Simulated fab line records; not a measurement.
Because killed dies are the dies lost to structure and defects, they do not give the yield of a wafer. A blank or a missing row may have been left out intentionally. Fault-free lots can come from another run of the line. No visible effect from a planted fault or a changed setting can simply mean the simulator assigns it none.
Comparing a struck lot with a sound one -- flow n5 finfet -- 38 out of 1938 route steps
Sound: wafers L834.2, L834.3, L834.4. Struck: wafers L844.4, L844.5. (L844.2 of the same lot was not struck and is left out.) The cause comes at the end.
Order at every step that has rows: each side's tool, ch and its chambers, its first start. Under that, the readings that differ: sound wafers -- struck wafers -- difference of the means -- sigmas: that difference in standard deviations of wafers without a fault.
alike: a reading whose means differ by less than 2 such deviations, as well as words and numbers matching on both sides. not compared: withheld readings; readings where some wafer has no value; bounds like >300 that might hide an equal value; numbers whose values overlap and for which the record gives no deviation.
The two part at a step that has a row with sigmas, a row that says differs or no value, or rows on one side only. Non-overlapping numbers with no deviation appear without sigmas and do not part them. A reading that every wafer of one side lacks parts them only if that side has two wafers or more.

first, 8 steps without rows for these wafers: N5_BEOL_M1_ECD_50 (material Cu, target thk 300 nm); N5_BEOL_M1_ANNEAL_51 (time 90 s); N5_BEOL_M1_CMP_52 (polishes, stops on SiOC, t overpolish 6.8 s, target thk 40 nm); N5_BEOL_M1_PRE_CLEAN_60 (time 15 s); N5_BEOL_M1_CO_CAP_55 (material Co, precursor CCTBA/H2, target thk 2 nm, time 102.1 s); N5_BEOL_M1_PRE_CLEAN_56 (time 15 s); N5_BEOL_M1_DEP_57 (deposits SiCN from 3MS/NH3, target thk 8 nm, time 14 s); N5_BEOL_M2_ILD_DEP_00 (deposits SiOC from DEMS/O2, target thk 79 nm, time 15.3 s).
N5_BEOL_M2_PECVD_72: deposits SiO2 from TEOS/O2, target thk 16 nm, time 18 s.
  sound on pecvd-04 ch 0,2, day 8 05:09; struck on pecvd-04 ch 0,2, day 11 05:10
reading,sound,struck,difference,sigmas
model.SiO2_of_BEOL_M2_PECVD_72.thk nm (nm),15.8 16.2 16.4,6.4 6.4,-9.7,
  alike: heater power outer w, heater power w, showerhead plenum p Torr, showerhead vpp V, throttle valve pct
then, 25 steps without rows for these wafers: N5_BEOL_M2_HM_DEP_02 (deposits TiN, target thk 20 nm); N5_BEOL_M2_COAT_61 (time 60 s, resist thk 60 nm); N5_BEOL_M2_COAT_62 (time 60 s, resist thk 12 nm); N5_BEOL_M2_COAT_73 (time 60 s, resist thk 5 nm); N5_BEOL_M2_COAT_05 (resist thk 30 nm); N5_BEOL_M2_EBR_07; N5_BEOL_M2_SOFTBAKE_06 (time 60 s); N5_BEOL_M2_EXPOSE_08 (exposes mask M2); N5_BEOL_M2_PEB_09 (peb time 60 s); N5_BEOL_M2_DEVELOP_10 (develop time 30 s); N5_BEOL_M2_DESCUM_16 (chemistry O2, time 7 s); N5_BEOL_M2_ETCH_74 (etches underlayer in N2/H2, target depth 6.5 nm, time 5.2 s); N5_BEOL_M2_ETCH_63 (etches SiARC in CF4, target depth 15.6 nm, time 26 s); N5_BEOL_M2_ETCH_64 (etches SOC in N2/H2, target depth 75 nm, overetch 22.5 nm, time 121.9 s); N5_BEOL_M2_STRIP_65 (strips in N2/H2); N5_BEOL_M2_STRIP_75 (strips in N2/H2); N5_BEOL_M2_STRIP_66 (strips in CF4); N5_BEOL_M2_HM_OPEN_17 (chemistry Cl2/BCl3, target TiN, target depth 20 nm, overetch 6 nm); N5_BEOL_M2_STRIP_19 (strips in O2); N5_BEOL_M2_COAT_67 (time 60 s, resist thk 60 nm); N5_BEOL_M2_COAT_68 (time 60 s, resist thk 12 nm); N5_BEOL_M2_COAT_76 (time 60 s, resist thk 5 nm); N5_BEOL_M2_COAT_22 (resist thk 30 nm); N5_BEOL_M2_EBR_24; N5_BEOL_M2_SOFTBAKE_23 (time 60 s).
N5_BEOL_M2_HM_STRIP_39: strips TiN in peroxide tin strip, target depth 25 nm, time 158 s.
  sound on wet bench-04 ch 0,2,7, day 8 17:01; struck on wet bench-06 ch 0,1, day 11 09:47
reading,sound,struck,difference,sigmas
model.SiO2_of_BEOL_M2_PECVD_72.thk nm (nm),15.6 16.2 16.2,6.2 6.2,-9.8,
  alike: bath guard temp C
N5_BEOL_M2_CMP_52: polishes, stops on SiOC, t overpolish 6.8 s, target thk 40 nm.
  sound on cmp-03 ch 0,1,3, day 8 20:24; struck on cmp-03 ch 0,1, day 11 13:02
reading,sound,struck,difference,sigmas
barrier field endpoint s (s),23.8 26.7 25.7,13.5 13.2,-12.0,-14
  alike: edge zone pressure frac, motor current A
N5_BEOL_M4_RC_MEAS_101:
  sound on prober-01 ch 0, day 9 22:22; struck on prober-02 ch 0, day 12 16:18
  alike: DIBL_N, DIBL_P, IOFF_N, IOFF_P, ION_N, ION_P, SS_N, SS_P, VT_N, VT_P
-- a jump in the record: the struck wafers' starts before and after are 4 days apart (it breaks off in module BEOL_M4 and resumes in module PASSIVATION, where the first step shown is number 1936 of the route) --
N5_PASSIVATION_PROBE_49:
  sound on prober-02, day 14 14:46; struck on prober-02, day 17 02:52
reading,sound,struck,difference,sigmas
defect limited yield (%),88.1 90.1 88.6,92.9 91.2,+3.1,+2
killed dies,141 117 135,84 104,-37,-2
  alike: killed_at_M0_to_M3, killed_at_M4_up, killed at contacts, killed at front end, killed at other, killed open, killed short, sort_bin_5_function, sort_bin_6_memory, sort_bin_8_speed, sort n pass, sort yield pct

## WHERE THEY PART
First at N5_BEOL_M2_CMP_52; last, within this record, at N5_PASSIVATION_PROBE_49.

WHY: what had been put in by the simulator
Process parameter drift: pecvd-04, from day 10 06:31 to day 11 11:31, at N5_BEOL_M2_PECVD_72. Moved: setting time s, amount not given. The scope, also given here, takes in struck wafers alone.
